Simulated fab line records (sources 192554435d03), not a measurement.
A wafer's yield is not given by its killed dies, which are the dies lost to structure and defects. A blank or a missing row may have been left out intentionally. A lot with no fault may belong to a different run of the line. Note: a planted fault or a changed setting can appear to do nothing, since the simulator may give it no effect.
A struck lot beside a sound one ; flow n5-finfet ; 16 steps out of a route of 1938
Sound: the wafers L707.1, L707.4, L707.6. Wafers struck: L698.2, L698.3, L698.4. Last of all comes the cause.
Per side, at each step with rows, come the tool, then ch with its chambers, and then its first start. Under that, the readings that differ: sound wafers ; struck wafers ; difference of the means ; sigmas: that difference in standard deviations of wafers without a fault.
alike: same words and numbers on both sides, and readings whose means sit less than 2 such deviations apart. not compared: any withheld reading, any reading some wafer has no value for, any bound like >300 that may hide the same value, and any number with overlapping values for which the record gives no deviation.
Wherever a step has rows on one side only, a row that says differs or no value, or a row with sigmas, the two part there. Non-overlapping numbers with no deviation appear without sigmas and do not part them. A reading missing from all wafers of one side parts the sides only when that side holds two or more wafers.

first, 2 steps without rows for these wafers: N5_HKMG_FIN_ALD_71 (deposits TiN, target thk 1 nm, pulse time 1 s, purge time 3 s); N5_HKMG_FIN_COAT_66 (time 60 s, resist thk 300 nm).
N5_HKMG_FIN_ETCH_67: etches SOC in N2/H2, stops on TiN, target depth 388.9 nm.
  sound on rie-diel-05 ch 2,3, day 8 13:17; struck on rie-diel-04 ch 0,1,2, day 6 10:37
  alike: drypump-motor-current-A, oes-product-au, rf-vpp-V, showerhead-plenum-p-Torr, throttle-valve-pct
  not compared: rf-hours-counter-h
then, 2 steps without rows for these wafers: N5_HKMG_FIN_STRIP_90 (strips SOC in N2/H2, time 20 s); N5_HKMG_FIN_WET_ETCH_73 (etches the open film in SC1, time 42.3 s, target depth 1.3 nm, rinse time 30 s).
N5_HKMG_FIN_ETCHBACK_68: etches the open film in Cl2/Ar, stops on HfO2, target depth 0.5 nm.
  sound on rie-metal-02 ch 0,1, day 8 13:31; struck on rie-metal-02 ch 0,1, day 6 10:50
  alike: drypump-motor-current-A, he-backside-leak-sccm, oes-product-au, throttle-valve-pct
  not compared: rf-hours-counter-h
N5_HKMG_FIN_STRIP_69: strips in N2/H2, time 360 s.
  sound on plasma-asher-01 ch 0, day 8 13:39; struck on plasma-asher-02 ch 0,1, day 6 10:59
  alike: drypump-motor-current-A, heater-power-w
  not compared: rf-hours-counter-h
then, 1 step without rows for these wafers: N5_HKMG_FIN_ALD_21 (deposits TiN, target thk 1.5 nm, pulse time 1 s, purge time 3 s).
N5_HKMG_FIN_ALD_72: deposits W, target thk 2 nm, pulse time 1 s, purge time 2 s.
  sound on cvd-w-02 ch 0, day 8 14:23; struck on cvd-w-01 ch 0,1, day 6 11:46
  alike: heater-power-w, precursor-pulse-height-rel
then, 3 steps without rows for these wafers: N5_HKMG_FIN_W_FILL_22 (material W, target thk 60 nm, time 18.2 s); N5_HKMG_FIN_PRECLEAN_83 (cleans in DIW, time 57.5 s); N5_HKMG_FIN_SRD_84 (dry time 32 s).
N5_HKMG_FIN_CMP_23: polishes, stops on SiNx, t overpolish 10 s, target thk 46.326 nm.
  sound on cmp-04 ch 1,2,3, day 8 14:46; struck on cmp-03 ch 0,1,3, day 6 11:56
reading;sound;struck;difference;sigmas
platen-rpm (rpm);50.273 50.250 50.295;48.242 48.239 48.265;-2.024;-70
  alike: motor-current-A, overpolish-run-s, slurry-flow-ml-min, time-to-endpoint-s
N5_HKMG_FIN_CMP_94: polishes, stops on SiNx, t overpolish 4.7 s, target thk 43.299 nm.
  sound on cmp-04 ch 1,2,3, day 8 15:11; struck on cmp-03 ch 0,1,3, day 6 12:25
  alike: motor-current-A, platen-rpm, slurry-flow-ml-min
-- here the record skips 3 days between the struck wafers' starts before and after, leaving off in module HKMG_FIN and picking up in module BEOL_M4 (first step shown: number 1111 of the route) --
N5_BEOL_M4_RC_MEAS_101:
  sound on prober-02 ch 0, day 12 12:32; struck on prober-01 ch 0, day 9 21:16
  alike: DIBL_N, DIBL_P, IOFF_N, IOFF_P, ION_N, ION_P, SS_N, SS_P, VT_N, VT_P
after that, 1 step had no rows for these wafers: N5_PASSIVATION_PROBE_49.

== WHERE THEY PART ==
N5_HKMG_FIN_CMP_23 only, going by this record. Later steps at which nothing parts them and some readings are alike: N5_HKMG_FIN_CMP_94, N5_BEOL_M4_RC_MEAS_101.

WHY: what had been put in by the simulator
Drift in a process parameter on cmp-03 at N5_HKMG_FIN_CMP_23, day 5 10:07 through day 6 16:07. Setting platen-rpm shifted by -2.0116 from 50.289. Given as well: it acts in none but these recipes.
